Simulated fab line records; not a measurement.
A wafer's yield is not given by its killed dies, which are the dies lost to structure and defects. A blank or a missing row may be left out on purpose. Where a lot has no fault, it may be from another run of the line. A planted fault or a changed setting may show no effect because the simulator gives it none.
Split-lot study	flow n5_finfet	on a route of 1938 steps: 7 lots, 21 wafers read

## ON THE SPLIT
At N5_BEOL_M1_COAT_61 (time 60 s, resist thk 60 nm), the setting spin_rpm was moved away from the recipe's 1500 rpm on 4 of the 21 wafers read, by -4.3% to +8.7%. For the rest of the wafers, this setting stayed at what the recipe calls for.

## FROM THE SPLIT TO THE READING: what the file shows between them, 4 steps
- N5_BEOL_M1_COAT_62: time 60 s, resist thk 12 nm
- N5_BEOL_M1_COAT_73: time 60 s, resist thk 5 nm
- N5_BEOL_M1_ETCH_74: etches underlayer in N2/H2, target depth 6.5 nm, time 5.2 s
- N5_BEOL_M1_ETCH_63: etches SiARC in CF4, target depth 15.6 nm, time 26 s

## THE READING
etch.depth_nm (the simulator's own value, which no gauge read), in nm, at N5_BEOL_M1_ETCH_64 (etches SOC in N2/H2, target depth 75 nm, overetch 15 nm, time 112.5 s). The file does not state a usual value for it. The 17 wafers here that ran the recipe average 59.95 nm, standard deviation 0.21 nm.

wafer	tool, chamber at the split	spin_rpm as run, rpm	against the recipe	etch.depth_nm, nm	against lot-mates on the recipe
L075.1	litho_track-01, 0	1500	recipe	59.98	-
L075.4	litho_track-01, 0	1500	recipe	60.29	-
L075.6	litho_track-01, 0	1500	recipe	60	-
L076.1	litho_track-01, 0	1500	recipe	60.1	-
L076.4	litho_track-01, 0	1500	recipe	60.32	-
L076.6	litho_track-01, 0	1500	recipe	60.3	-
L077.2	litho_track-01, 0	1500	recipe	59.85	-
L077.3	litho_track-01, 0	1500	recipe	59.98	-
L077.4	litho_track-01, 0	1500	recipe	60	-
L078.1	litho_track-01, 0	1500	recipe	59.8	-
L078.4	litho_track-01, 0	1500	recipe	59.92	-
L078.6	litho_track-01, 0	1436	-4.3%	61.27	+1.41
L079.1	litho_track-05, 0	1500	recipe	59.62	-
L079.3	litho_track-05, 0	1631	+8.7%	57.13	-2.45
L079.4	litho_track-05, 0	1500	recipe	59.54	-
L080.1	litho_track-05, 0	1614	+7.6%	57.67	-2.17
L080.4	litho_track-05, 0	1614	+7.6%	57.8	-2.04
L080.6	litho_track-05, 0	1500	recipe	59.84	-
L094.4	litho_track-01, 0	1500	recipe	59.9	-
L094.5	litho_track-01, 0	1500	recipe	59.87	-
L094.6	litho_track-01, 0	1500	recipe	59.81	-

THE FIT
A straight line over all 21 wafers: etch.depth_nm changes by -0.305 nm for each +1% of spin_rpm; r = -0.98; the points scatter about the line by 0.21 nm.
The same after taking each lot's own level away (the mean of its wafers on the recipe; 21 wafers): -0.284 nm for each +1%; r = -0.99; scatter 0.094 nm.
Per that fit: largest spin_rpm move, reading shift of 2.5 nm.
From 59.580 to 60.240 nm: that is the span of the lots' own levels, equal to 3.1 times the standard deviation above.
The two slopes agree, so the slope changes little with the lot-to-lot level.
Check: -2.48 nm against its lot-mates is what the line predicts for one of the wafers moved furthest among these (+8.7%) when that wafer is left out of the fit. It came out at -2.45 nm against them.

## THE OTHER SPLITS THESE WAFERS WENT THROUGH
Note: prior to the reading, these wafers also went through further splits. Each is held against what the fit with the lots' levels taken away leaves over:
other split on the same wafers	wafers away from the commonest value	r with etch.depth_nm (lot level and that fit taken away)
N5_HKMG_FIN_ETCH_31 bias_w	3	-0.16
N5_GATE_CUT_DESCUM_18 time_s	7	-0.11
N5_GATE_CUT_ETCH_36 cf4_flow_sccm	9	-0.08
N5_MOL_CONTACT_COAG_ALD_27 ald_cycles	8	+0.19
N5_BEOL_M0_SAQP_EXPOSE_11 dose_mj	8	+0.20
N5_BEOL_M0_CUTY_COAT_51 spin_rpm	10	+0.00
N5_BEOL_M0_CUTY_EXPOSE_54 dose_mj	5	+0.16

## THE WHOLE CHAIN: every reading that the file lists as answering this split, in the file's order
step	what it does	reading	change (the file's fit)	r (the file's)
N5_BEOL_M1_COAT_61	time 60 s, resist thk 60 nm	SOC_of_BEOL_M1_COAT_61.thk_nm (the simulator's own value, which no gauge read)	-0.279 nm for each +1% of the setting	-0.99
N5_BEOL_M1_ETCH_64	etches SOC in N2/H2, target depth 75 nm, overetch 15 nm, time 112.5 s	etch.depth_nm (the simulator's own value, which no gauge read)	-0.285 nm for each +1% of the setting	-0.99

## THE FILE'S OWN FIT
etch.depth_nm changes by -0.285 nm for each +1% of spin_rpm, r = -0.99.
